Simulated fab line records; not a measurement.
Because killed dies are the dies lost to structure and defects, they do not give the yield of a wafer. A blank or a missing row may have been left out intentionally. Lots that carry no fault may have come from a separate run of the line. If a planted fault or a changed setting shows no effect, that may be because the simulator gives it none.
Which of the tools did it? || flow nand_harc || 24 lots with 72 wafers sampled at 2 steps, on a route of 1302 steps

## WHAT THE GAUGES READ, wafer by wafer
NHARC_A_WL_FILL_INSPECT_15.
{"lot": "L074", "measured": "day 20 14:47", "on": "defect_inspect-02", "raw_defect_count": "575 297 280"}
{"lot": "L075", "measured": "day 21 14:00", "on": "defect_inspect-01", "raw_defect_count": "401 323 492"}
{"lot": "L076", "measured": "day 22 08:02", "on": "defect_inspect-01", "raw_defect_count": "620 556 496"}
{"lot": "L077", "measured": "day 22 14:06", "on": "defect_inspect-01", "raw_defect_count": "535 400 465"}
{"lot": "L078", "measured": "day 22 14:06", "on": "defect_inspect-02", "raw_defect_count": "253 280 336"}
{"lot": "L079", "measured": "day 23 17:14", "on": "defect_inspect-01", "raw_defect_count": "437 388 470"}
{"lot": "L080", "measured": "day 23 17:14", "on": "defect_inspect-02", "raw_defect_count": "499 571 449"}
{"lot": "L081", "measured": "day 23 22:27", "on": "defect_inspect-02", "raw_defect_count": "421 544 480"}
{"lot": "L082", "measured": "day 24 10:25", "on": "defect_inspect-02", "raw_defect_count": "336 299 311"}
{"lot": "L083", "measured": "day 24 22:05", "on": "defect_inspect-02", "raw_defect_count": "379 388 380"}
{"lot": "L085", "measured": "day 25 12:53", "on": "defect_inspect-01", "raw_defect_count": "654 712 600"}
{"lot": "L084", "measured": "day 25 15:35", "on": "defect_inspect-02", "raw_defect_count": "370 473 407"}
{"lot": "L086", "measured": "day 25 18:44", "on": "defect_inspect-02", "raw_defect_count": "600 453 588"}
{"lot": "L087", "measured": "day 26 11:09", "on": "defect_inspect-02", "raw_defect_count": "424 722 412"}
{"lot": "L088", "measured": "day 26 11:10", "on": "defect_inspect-02", "raw_defect_count": "847 995 536"}
{"lot": "L090", "measured": "day 27 07:44", "on": "defect_inspect-02", "raw_defect_count": "607 428 406"}
{"lot": "L089", "measured": "day 27 10:55", "on": "defect_inspect-02", "raw_defect_count": "368 335 438"}
{"lot": "L092", "measured": "day 28 12:17", "on": "defect_inspect-02", "raw_defect_count": "514 480 473"}
{"lot": "L091", "measured": "day 28 21:49", "on": "defect_inspect-02", "raw_defect_count": "378 361 360"}
{"lot": "L094", "measured": "day 29 11:55", "on": "defect_inspect-02", "raw_defect_count": "498 493 473"}
{"lot": "L093", "measured": "day 29 11:58", "on": "defect_inspect-01", "raw_defect_count": "559 437 494"}
{"lot": "L095", "measured": "day 30 05:09", "on": "defect_inspect-02", "raw_defect_count": "347 538 451"}
{"lot": "L096", "measured": "day 30 18:41", "on": "defect_inspect-01", "raw_defect_count": "660 625 568"}
{"lot": "L097", "measured": "day 31 15:41", "on": "defect_inspect-02", "raw_defect_count": "399 404 411"}

NHARC_A_CONTACT_CD_MEAS_42: the cd target is 300 nm.
{"lot": "L074", "measured": "day 20 20:31", "on": "cd_sem-03", "cd_nm (nm)": "299.0 298.9 299.1"}
{"lot": "L075", "measured": "day 21 19:50", "on": "cd_sem-01", "cd_nm (nm)": "299.6 300.0 300.1"}
{"lot": "L076", "measured": "day 22 13:34", "on": "cd_sem-02", "cd_nm (nm)": "300.9 300.1 299.8"}
{"lot": "L077", "measured": "day 22 19:35", "on": "cd_sem-03", "cd_nm (nm)": "299.3 299.9 300.1"}
{"lot": "L078", "measured": "day 22 20:19", "on": "cd_sem-03", "cd_nm (nm)": "299.7 300.6 300.7"}
{"lot": "L079", "measured": "day 23 22:55", "on": "cd_sem-02", "cd_nm (nm)": "300.3 300.8 301.4"}
{"lot": "L080", "measured": "day 23 22:45", "on": "cd_sem-01", "cd_nm (nm)": "300.1 300.2 300.5"}
{"lot": "L081", "measured": "day 24 03:57", "on": "cd_sem-02", "cd_nm (nm)": "300.9 299.8 299.5"}
{"lot": "L082", "measured": "day 24 21:01", "on": "cd_sem-03", "cd_nm (nm)": "298.6 298.9 299.6"}
{"lot": "L083", "measured": "day 25 03:36", "on": "cd_sem-02", "cd_nm (nm)": "299.6 299.2 300.0"}
{"lot": "L085", "measured": "day 25 18:37", "on": "cd_sem-01", "cd_nm (nm)": "300.8 301.2 301.2"}
{"lot": "L084", "measured": "day 25 21:17", "on": "cd_sem-01", "cd_nm (nm)": "300.6 300.1 299.5"}
{"lot": "L086", "measured": "day 26 03:23", "on": "cd_sem-03", "cd_nm (nm)": "300.4 299.6 300.7"}
{"lot": "L087", "measured": "day 26 17:56", "on": "cd_sem-01", "cd_nm (nm)": "299.7 299.7 300.1"}
{"lot": "L088", "measured": "day 26 19:34", "on": "cd_sem-01", "cd_nm (nm)": "299.5 299.4 299.2"}
{"lot": "L090", "measured": "day 27 13:24", "on": "cd_sem-01", "cd_nm (nm)": "300.1 300.4 299.6"}
{"lot": "L089", "measured": "day 27 16:28", "on": "cd_sem-03", "cd_nm (nm)": "299.9 300.3 300.1"}
{"lot": "L092", "measured": "day 28 18:01", "on": "cd_sem-02", "cd_nm (nm)": "299.4 299.4 299.6"}
{"lot": "L091", "measured": "day 29 03:27", "on": "cd_sem-03", "cd_nm (nm)": "299.5 299.6 299.2"}
{"lot": "L094", "measured": "day 29 17:31", "on": "cd_sem-03", "cd_nm (nm)": "300.0 301.9 301.7"}
{"lot": "L093", "measured": "day 29 17:52", "on": "cd_sem-03", "cd_nm (nm)": "299.6 301.1 300.4"}
{"lot": "L095", "measured": "day 30 11:02", "on": "cd_sem-01", "cd_nm (nm)": "299.2 298.5 299.2"}
{"lot": "L096", "measured": "day 31 00:23", "on": "cd_sem-02", "cd_nm (nm)": "300.3 299.4 300.3"}
{"lot": "L097", "measured": "day 31 21:23", "on": "cd_sem-01", "cd_nm (nm)": "300.2 300.1 299.8"}

## EACH LOT AND THE TOOL THAT RAN IT (in order: tool; ch and the chambers of the sampled wafers; start)
The record holds no process step before these readings.

## AS READ BY THE TOOLS THEMSELVES (means over the sampled wafers that have a number; for cases with no such wafer, the mark the record gives instead)
The record holds no such reading with a usual standard deviation.

## THE ANSWER, worked out from the rows above alone
Rule: the lots themselves supply what counts as usual. The widest of any qualifying gaps counts: lots, ordered by their means at a reading, are off when they make up no more than a third of the lots, leave a main group of 4 or more, and stand apart from it by 3 or more times the standard deviation of that group's means. Not used: any main group whose means are identical at the precision the tables above print for the reading. Also off: a lot with no number at a reading for which 4 or more lots have one. Where the step has rows for the other lots, those lots are counted as sound. Order of review: gauges by route order, followed by the tools' own readings, for which a lot's mean as printed above is used. At the first step where some lot is off, the reading lying furthest off is the one used; lots without a number count as furthest.
No lot is off at any reading shown: from this, nothing can be told.

## WHAT THE SIMULATOR PUT IN
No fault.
